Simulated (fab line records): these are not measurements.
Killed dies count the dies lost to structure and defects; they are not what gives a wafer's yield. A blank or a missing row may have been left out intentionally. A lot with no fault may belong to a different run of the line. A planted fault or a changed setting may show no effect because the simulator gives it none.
Split-lot trial + flow n5_finfet + route with 1938 steps; 7 lots, 21 wafers read

ABOUT THE SPLIT
At N5_BEOL_M11_TRENCH_ETCH_37 (etches SiCOH lowk in C4F6/O2, target depth 148.83 nm, time 48 s), the setting time_s was moved away from the recipe's 48 s on 7 of the 21 wafers read, by -14.1% to +19.4%. The other wafers ran this setting at the recipe's value.

FROM THE SPLIT TO THE READING: what the file shows between them, 12 steps
- N5_BEOL_M11_ETCH_41: etches SiCN in CH3F/O2, target depth 42.6 nm, time 86 s
- N5_BEOL_M11_STRIP_77: strips in N2/H2, time 10 s
- N5_BEOL_M11_OCD_MEAS_38
- N5_BEOL_M11_CURE_72: cures SiCOH lowk, time 120 s (also split here: time_s)
- N5_BEOL_M11_DEGAS_44: time 60 s
- N5_BEOL_M11_PRE_CLEAN_45: time 30 s
- N5_BEOL_M11_ECD_50: material Cu, target thk 318 nm
- N5_BEOL_M11_ANNEAL_51: time 90 s
- N5_BEOL_M11_CMP_52: polishes, stops on SiCOH lowk, t overpolish 7 s, target thk 140 nm
- N5_BEOL_M11_THK_MEAS_53: measures by xrf
- N5_BEOL_M11_PRE_CLEAN_55: time 15 s
- N5_BEOL_M11_DEP_56: deposits SiCN from 3MS/NH3, target thk 30 nm, time 10.5 s

THE READING
M11_RS (ohm/sq), read at N5_BEOL_M11_RS_MEAS_57 with a four-point probe. On this fab line, fault-free wafers typically give 0.1522 ohm/sq with a standard deviation of 0.0029 ohm/sq.

| wafer  | tool, chamber at the split | time_s as run, s | against the recipe | M11_RS, ohm/sq | against lot-mates on the recipe |
|--------|----------------------------|------------------|--------------------|----------------|---------------------------------|
| L074.4 | rie_diel-06, 0             | 48               | recipe             | 0.1502         | -                               |
| L074.5 | rie_diel-06, 1             | 48               | recipe             | 0.1508         | -                               |
| L074.6 | rie_diel-06, 2             | 48               | recipe             | 0.1519         | -                               |
| L077.4 | rie_diel-04, 3             | 48               | recipe             | 0.1506         | -                               |
| L077.5 | rie_diel-04, 2             | 41.25            | -14.1%             | 0.1880         | +0.0374                         |
| L077.6 | rie_diel-04, 1             | 41.25            | -14.1%             | 0.1817         | +0.0311                         |
| L083.2 | rie_diel-05, 1             | 48               | recipe             | 0.1510         | -                               |
| L083.3 | rie_diel-05, 0             | 48               | recipe             | 0.1514         | -                               |
| L083.6 | rie_diel-05, 2             | 48               | recipe             | 0.1559         | -                               |
| L087.2 | rie_diel-04, 2             | 41.55            | -13.4%             | 0.1823         | +0.0308                         |
| L087.3 | rie_diel-04, 3             | 48               | recipe             | 0.1515         | -                               |
| L087.4 | rie_diel-04, 0             | 41.55            | -13.4%             | 0.1814         | +0.0299                         |
| L095.1 | rie_diel-05, 1             | 48               | recipe             | 0.1539         | -                               |
| L095.3 | rie_diel-05, 2             | 41.66            | -13.2%             | 0.1854         | +0.0315                         |
| L095.5 | rie_diel-05, 1             | 41.66            | -13.2%             | 0.1805         | +0.0266                         |
| L096.3 | rie_diel-05, 1             | 48               | recipe             | 0.1552         | -                               |
| L096.4 | rie_diel-05, 3             | 48               | recipe             | 0.1531         | -                               |
| L096.5 | rie_diel-05, 3             | 48               | recipe             | 0.1546         | -                               |
| L097.2 | rie_diel-06, 2             | 48               | recipe             | 0.1489         | -                               |
| L097.3 | rie_diel-06, 0             | 48               | recipe             | 0.1497         | -                               |
| L097.6 | rie_diel-06, 0             | 57.3             | +19.4%             | 0.1221         | -0.0272                         |

THE FIT
A straight line over all 21 wafers: M11_RS changes by -0.00205 ohm/sq for each +1% of time_s; r = -0.98; the points scatter about the line by 0.0034 ohm/sq.
The same after taking each lot's own level away (the mean of its wafers on the recipe; 21 wafers): -0.002 ohm/sq for each +1%; r = -0.98; scatter 0.0035 ohm/sq.
That fit puts the effect of the largest move of time_s on the reading at 0.039 ohm/sq.
Measured against the standard deviation above, the lots' own levels, which go from 0.14930 to 0.15430 ohm/sq, span 1.7 times it.
The two slopes are in agreement: the lot-to-lot level therefore moves the slope only a little.
Check: -0.0447 ohm/sq against its lot-mates is what the line predicts for one of the wafers moved furthest among these (+19.4%) when that wafer is left out of the fit. It came out at -0.0272 ohm/sq against them.

OTHER SPLITS ON THESE WAFERS
Other splits were also applied to these wafers ahead of the reading. Each is held against what the fit with the lots' levels taken away leaves over:
| other split on the same wafers | wafers away from the commonest value | r with M11_RS (lot level and that fit taken away) |
|--------------------------------|--------------------------------------|---------------------------------------------------|
| N5_BEOL_M11_CURE_72 time_s     | 9                                    | -0.19                                             |

THE WHOLE CHAIN: every reading that the file lists as answering this split, in the file's order
| step                       | what it does                                                       | reading                                                                       | change (the file's fit)              | r (the file's) |
|----------------------------|--------------------------------------------------------------------|-------------------------------------------------------------------------------|--------------------------------------|----------------|
| N5_BEOL_M11_TRENCH_ETCH_37 | etches SiCOH lowk in C4F6/O2, target depth 148.83 nm, time 48 s    | etch.depth_nm (the simulator's own value, which no gauge read)                | +1.53 nm for each +1% of the setting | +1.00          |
| N5_BEOL_M11_TRENCH_ETCH_37 | etches SiCOH lowk in C4F6/O2, target depth 148.83 nm, time 48 s    | BEOL_M11.feature_depth_nm (the simulator's own value, which no gauge read)    | +1.52 nm for each +1% of the setting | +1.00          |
| N5_BEOL_M11_OCD_MEAS_38    |                                                                    | trench_depth_nm                                                               | +1.52 nm for each +1% of the setting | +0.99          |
| N5_BEOL_M11_CMP_52         | polishes, stops on SiCOH lowk, t overpolish 7 s, target thk 140 nm | Cu_of_BEOL_M11_ECD_50.thk_nm (the simulator's own value, which no gauge read) | +1.55 nm for each +1% of the setting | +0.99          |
| N5_BEOL_M11_THK_MEAS_53    | measures by xrf                                                    | M11_THK                                                                       | +1.54 for each +1% of the setting    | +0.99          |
| N5_BEOL_M11_RS_MEAS_57     | measures by four-point-probe                                       | M11_RS                                                                        | -0.00194 for each +1% of the setting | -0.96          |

THE FILE'S OWN FIT
M11_RS changes by -0.00194 ohm/sq for each +1% of time_s, r = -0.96.
